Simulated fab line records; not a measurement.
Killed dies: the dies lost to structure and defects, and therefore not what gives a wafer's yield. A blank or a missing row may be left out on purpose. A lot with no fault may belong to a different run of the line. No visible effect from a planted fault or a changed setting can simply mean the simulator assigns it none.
Matching of chambers	flow n5-finfet	ald-hk-02 running N5_HKMG_FIN_ALD_75: 4 sister chambers
The step deposits Al2O3, target thk 1 nm, co reactant pulse time 1 s. 4 wafers are shown with their chamber, then 12 later ones without.

== EACH WAFER AND ITS CHAMBER ==
wafer	chamber	heater-power-w (W)
L088.3	1	146
L089.3	0	158
L089.4	2	136
L089.6	3	147

== WAFERS WITHOUT THEIR CHAMBER ==
wafer	heater-power-w (W)
L091.2	157
L091.4	144
L091.5	149
L095.2	143
L095.3	146
L095.5	145
L096.1	146
L096.2	159
L096.3	136
L096.4	146
L096.5	144
L096.6	138

== EACH ONE'S CHAMBER ==
wafer	from the rows above	in truth
L091.2	0	0
L091.4	can't be placed: 1 or 3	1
L091.5	can't be placed: 3 or 1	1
L095.2	can't be placed: 1 or 3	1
L095.3	can't be placed: 1 or 3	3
L095.5	can't be placed: 1 or 3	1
L096.1	can't be placed: 1 or 3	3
L096.2	0	0
L096.3	2	2
L096.4	can't be placed: 1 or 3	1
L096.5	can't be placed: 1 or 3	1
L096.6	2	2
4 of 12 placed correctly. These rows do not allow placing 8 (true chamber among the candidates in 8). Number placed wrongly: 0.
How it was worked out, from the rows above alone: a wafer's distance from a chamber is the root of the sum, over the readings, of the square of ((its reading less the chamber's mean) divided by the reading's scatter). If the next closest chamber is less than 2 further off than the closest, the wafer can't be placed; otherwise it belongs to the closest. Each chamber's mean is taken over the wafers shown for it. The scatter (one wafer shown for each chamber): square how far every hidden wafer sits from the nearest shown wafer, average those squares and take the square root.
